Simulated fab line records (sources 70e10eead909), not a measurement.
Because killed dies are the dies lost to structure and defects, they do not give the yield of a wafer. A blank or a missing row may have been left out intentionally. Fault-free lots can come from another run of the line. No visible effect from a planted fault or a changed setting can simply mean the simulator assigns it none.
Which tool is to blame? + flow nand_harc + 24 lots, 72 wafers sampled, at 4 steps of a route of 1302

WHAT THE GAUGES SHOWED, per wafer
NHARC_A_BONDPAD_THK_MEAS_30: measures by ellipsometry.
| lot  | measured     | on            | thk_nm (nm)       |
|------|--------------|---------------|-------------------|
| L074 | day 23 01:07 | film_metro-01 | 202.3 200.0 202.2 |
| L075 | day 23 22:50 | film_metro-01 | 202.9 200.3 201.9 |
| L077 | day 23 23:07 | film_metro-02 | 200.3 199.4 198.8 |
| L076 | day 24 08:46 | film_metro-01 | 201.8 200.4 202.3 |
| L078 | day 24 13:17 | film_metro-02 | 200.3 201.9 199.8 |
| L079 | day 24 15:37 | film_metro-02 | 203.1 200.1 200.8 |
| L080 | day 25 17:38 | film_metro-02 | 199.7 199.3 199.3 |
| L081 | day 26 01:19 | film_metro-02 | 201.5 199.4 199.0 |
| L082 | day 26 18:42 | film_metro-01 | 197.3 199.7 198.4 |
| L084 | day 26 20:32 | film_metro-02 | 199.6 201.3 202.1 |
| L083 | day 26 23:47 | film_metro-01 | 201.2 200.0 199.0 |
| L085 | day 27 16:02 | film_metro-01 | 199.3 200.5 199.8 |
| L086 | day 27 16:57 | film_metro-02 | 202.8 203.0 201.4 |
| L087 | day 28 03:39 | film_metro-02 | 199.1 201.5 201.6 |
| L089 | day 28 19:18 | film_metro-01 | 198.6 197.0 199.7 |
| L088 | day 28 20:52 | film_metro-02 | 198.4 198.2 194.4 |
| L091 | day 29 11:36 | film_metro-01 | 200.7 199.2 200.6 |
| L090 | day 30 04:29 | film_metro-02 | 200.3 200.5 201.1 |
| L095 | day 30 21:40 | film_metro-01 | 202.1 199.8 198.1 |
| L092 | day 30 23:41 | film_metro-01 | 199.4 201.5 202.1 |
| L093 | day 31 00:56 | film_metro-01 | 201.2 203.5 198.5 |
| L094 | day 31 14:11 | film_metro-02 | 198.4 198.0 198.9 |
| L096 | day 33 01:55 | film_metro-01 | 199.9 199.1 201.6 |
| L097 | day 33 05:08 | film_metro-02 | 201.3 199.0 200.4 |

WHAT TOOL EACH LOT RAN ON (gives the tool, then ch and the chambers of the sampled wafers, and finally the start)
| lot  | NHARC_A_M1_PVD_21                       | NHARC_A_M1_CMP_23             | NHARC_A_M1_DEP_33               |
|------|-----------------------------------------|-------------------------------|---------------------------------|
| L074 | pvd_sputter-03, day 22 23:17 or earlier | cmp-04 ch 0,1,3, day 22 23:17 | pecvd-02 ch 1,2, day 22 23:55   |
| L075 | pvd_sputter-02, day 23 21:01 or earlier | cmp-03 ch 0,1,3, day 23 21:01 | pecvd-02 ch 0,1,2, day 23 21:37 |
| L077 | pvd_sputter-02, day 23 21:19 or earlier | cmp-03 ch 1,2, day 23 21:19   | pecvd-04 ch 0,1,2, day 23 21:55 |
| L076 | pvd_sputter-03, day 24 06:46 or earlier | cmp-03 ch 0,3, day 24 06:46   | pecvd-02 ch 1,2, day 24 07:33   |
| L078 | pvd_sputter-03, day 24 11:22 or earlier | cmp-03 ch 0,1,2, day 24 11:22 | pecvd-04 ch 0,1,2, day 24 11:56 |
| L079 | pvd_sputter-02, day 24 13:29 or earlier | cmp-03 ch 0,3, day 24 13:29   | pecvd-02 ch 1,2, day 24 14:12   |
| L080 | pvd_sputter-03, day 25 15:09 or earlier | cmp-04 ch 0,1, day 25 15:09   | pecvd-01 ch 1,2, day 25 16:28   |
| L081 | pvd_sputter-03, day 25 23:26 or earlier | cmp-04 ch 2,3, day 25 23:26   | pecvd-01 ch 0,1, day 26 00:06   |
| L082 | pvd_sputter-01, day 26 16:52 or earlier | cmp-04 ch 0,3, day 26 16:52   | pecvd-04 ch 0,1, day 26 17:29   |
| L084 | pvd_sputter-01, day 26 18:44 or earlier | cmp-04 ch 0,3, day 26 18:44   | pecvd-02 ch 0,2, day 26 19:25   |
| L083 | pvd_sputter-02, day 26 21:56 or earlier | cmp-04 ch 0,3, day 26 21:56   | pecvd-04 ch 0,1,2, day 26 22:39 |
| L085 | pvd_sputter-01, day 27 14:16 or earlier | cmp-01 ch 0,1,3, day 27 14:16 | pecvd-02 ch 0,2, day 27 14:52   |
| L086 | pvd_sputter-03, day 27 15:10 or earlier | cmp-01 ch 0,3, day 27 15:10   | pecvd-01 ch 0,2, day 27 15:47   |
| L087 | pvd_sputter-03, day 28 01:50 or earlier | cmp-03 ch 2,3, day 28 01:50   | pecvd-02 ch 0,1,2, day 28 02:27 |
| L089 | pvd_sputter-02, day 28 17:19 or earlier | cmp-01 ch 0,1,2, day 28 17:19 | pecvd-02 ch 1,2, day 28 18:02   |
| L088 | pvd_sputter-03, day 28 19:02 or earlier | cmp-04 ch 0,1, day 28 19:02   | pecvd-01 ch 0,1, day 28 19:42   |
| L091 | pvd_sputter-01, day 29 09:43 or earlier | cmp-01 ch 0,2,3, day 29 09:43 | pecvd-04 ch 1,2, day 29 10:26   |
| L090 | pvd_sputter-01, day 30 02:43 or earlier | cmp-04 ch 1,2,3, day 30 02:43 | pecvd-02 ch 1,2, day 30 03:19   |
| L095 | pvd_sputter-01, day 30 19:51 or earlier | cmp-01 ch 1,2,3, day 30 19:51 | pecvd-02 ch 0,1,2, day 30 20:28 |
| L092 | pvd_sputter-02, day 30 21:50 or earlier | cmp-04 ch 1,2,3, day 30 21:50 | pecvd-04 ch 1,2, day 30 22:30   |
| L093 | pvd_sputter-03, day 30 23:08 or earlier | cmp-04 ch 0,2, day 30 23:08   | pecvd-01 ch 0,1,2, day 30 23:44 |
| L094 | pvd_sputter-03, day 31 12:21 or earlier | cmp-01 ch 0,2,3, day 31 12:21 | pecvd-01 ch 0,1,2, day 31 12:53 |
| L096 | pvd_sputter-02, day 33 00:11 or earlier | cmp-03 ch 0,1,3, day 33 00:11 | pecvd-01 ch 0,1, day 33 00:43   |
| L097 | pvd_sputter-02, day 33 03:14 or earlier | cmp-03 ch 0,2,3, day 33 03:14 | pecvd-01 ch 1,2, day 33 03:55   |
- NHARC_A_M1_PVD_21: deposits Cu, target thk 30 nm, time 20.49 s.
- NHARC_A_M1_CMP_23: polishes, t overpolish 20 s, target thk 154.34 nm.
- NHARC_A_M1_DEP_33: deposits SiCN, target thk 30 nm.

AS READ BY THE TOOLS THEMSELVES (means over the sampled wafers that have a number; for cases with no such wafer, the mark the record gives instead)
NHARC_A_M1_PVD_21.
| lot  | tool           | throttle_valve_pct (%) |
|------|----------------|------------------------|
| L074 | pvd_sputter-03 | 28.4                   |
| L075 | pvd_sputter-02 | 30.4                   |
| L077 | pvd_sputter-02 | 31.0                   |
| L076 | pvd_sputter-03 | 29.3                   |
| L078 | pvd_sputter-03 | 29.3                   |
| L079 | pvd_sputter-02 | 28.8                   |
| L080 | pvd_sputter-03 | 29.8                   |
| L081 | pvd_sputter-03 | 29.3                   |
| L082 | pvd_sputter-01 | 30.6                   |
| L084 | pvd_sputter-01 | 30.2                   |
| L083 | pvd_sputter-02 | 29.0                   |
| L085 | pvd_sputter-01 | 30.4                   |
| L086 | pvd_sputter-03 | 29.5                   |
| L087 | pvd_sputter-03 | 29.1                   |
| L089 | pvd_sputter-02 | 29.4                   |
| L088 | pvd_sputter-03 | 29.9                   |
| L091 | pvd_sputter-01 | 30.3                   |
| L090 | pvd_sputter-01 | 30.7                   |
| L095 | pvd_sputter-01 | 30.1                   |
| L092 | pvd_sputter-02 | 29.8                   |
| L093 | pvd_sputter-03 | 28.6                   |
| L094 | pvd_sputter-03 | 27.7                   |
| L096 | pvd_sputter-02 | 30.0                   |
| L097 | pvd_sputter-02 | 29.9                   |

NHARC_A_M1_CMP_23.
| lot  | tool   | motor_current_A (A) | time_to_endpoint_s (s) |
|------|--------|---------------------|------------------------|
| L074 | cmp-04 | 11.2                | 27.7                   |
| L075 | cmp-03 | 11.4                | 31.0                   |
| L077 | cmp-03 | 11.7                | 28.9                   |
| L076 | cmp-03 | 11.7                | 26.7                   |
| L078 | cmp-03 | 11.1                | 29.2                   |
| L079 | cmp-03 | 11.6                | 32.5                   |
| L080 | cmp-04 | 11.4                | 27.0                   |
| L081 | cmp-04 | 10.2                | 28.0                   |
| L082 | cmp-04 | 11.2                | 28.9                   |
| L084 | cmp-04 | 10.8                | 29.0                   |
| L083 | cmp-04 | 11.0                | 27.3                   |
| L085 | cmp-01 | 13.2                | 25.4                   |
| L086 | cmp-01 | 13.4                | 28.2                   |
| L087 | cmp-03 | 10.9                | 28.2                   |
| L089 | cmp-01 | 12.4                | 24.5                   |
| L088 | cmp-04 | 11.6                | 27.7                   |
| L091 | cmp-01 | 13.3                | 27.1                   |
| L090 | cmp-04 | 10.9                | 28.7                   |
| L095 | cmp-01 | 12.4                | 26.7                   |
| L092 | cmp-04 | 10.8                | 28.2                   |
| L093 | cmp-04 | 11.5                | 24.7                   |
| L094 | cmp-01 | 13.3                | 26.4                   |
| L096 | cmp-03 | 11.9                | 28.7                   |
| L097 | cmp-03 | 11.2                | 28.2                   |

NHARC_A_M1_DEP_33.
| lot  | tool     | heater_power_w (W) |
|------|----------|--------------------|
| L074 | pecvd-02 | 597                |
| L075 | pecvd-02 | 588                |
| L077 | pecvd-04 | 565                |
| L076 | pecvd-02 | 580                |
| L078 | pecvd-04 | 578                |
| L079 | pecvd-02 | 561                |
| L080 | pecvd-01 | 573                |
| L081 | pecvd-01 | 621                |
| L082 | pecvd-04 | 562                |
| L084 | pecvd-02 | 514                |
| L083 | pecvd-04 | 572                |
| L085 | pecvd-02 | 639                |
| L086 | pecvd-01 | 577                |
| L087 | pecvd-02 | 541                |
| L089 | pecvd-02 | 627                |
| L088 | pecvd-01 | 600                |
| L091 | pecvd-04 | 542                |
| L090 | pecvd-02 | 642                |
| L095 | pecvd-02 | 548                |
| L092 | pecvd-04 | 569                |
| L093 | pecvd-01 | 595                |
| L094 | pecvd-01 | 581                |
| L096 | pecvd-01 | 562                |
| L097 | pecvd-01 | 597                |

THE ANSWER, worked out from the rows above alone
Rule: what is usual is taken from the lots themselves. Put in order of their means at a reading, lots are off if they are a third of the lots or fewer, leave a main group of 4 or more, and stand apart from it by a gap of 3 or more times the standard deviation of the main group's means; of several such gaps the widest counts. The tables above print the reading to a certain number of digits; a main group whose means all agree to those digits is not used. Also off: a lot with no number at a reading for which 4 or more lots have one. Where the step has rows for the other lots, those lots are counted as sound. First the gauges in route order, then the tools' own readings, where a lot's mean is used as printed above. The first step at which some lot is off is used, and at that step the reading that is off furthest; a lot without a number counts as furthest.
No lot is off at any reading shown: from this, nothing can be told.

WHAT THE SIMULATOR HAD INSERTED
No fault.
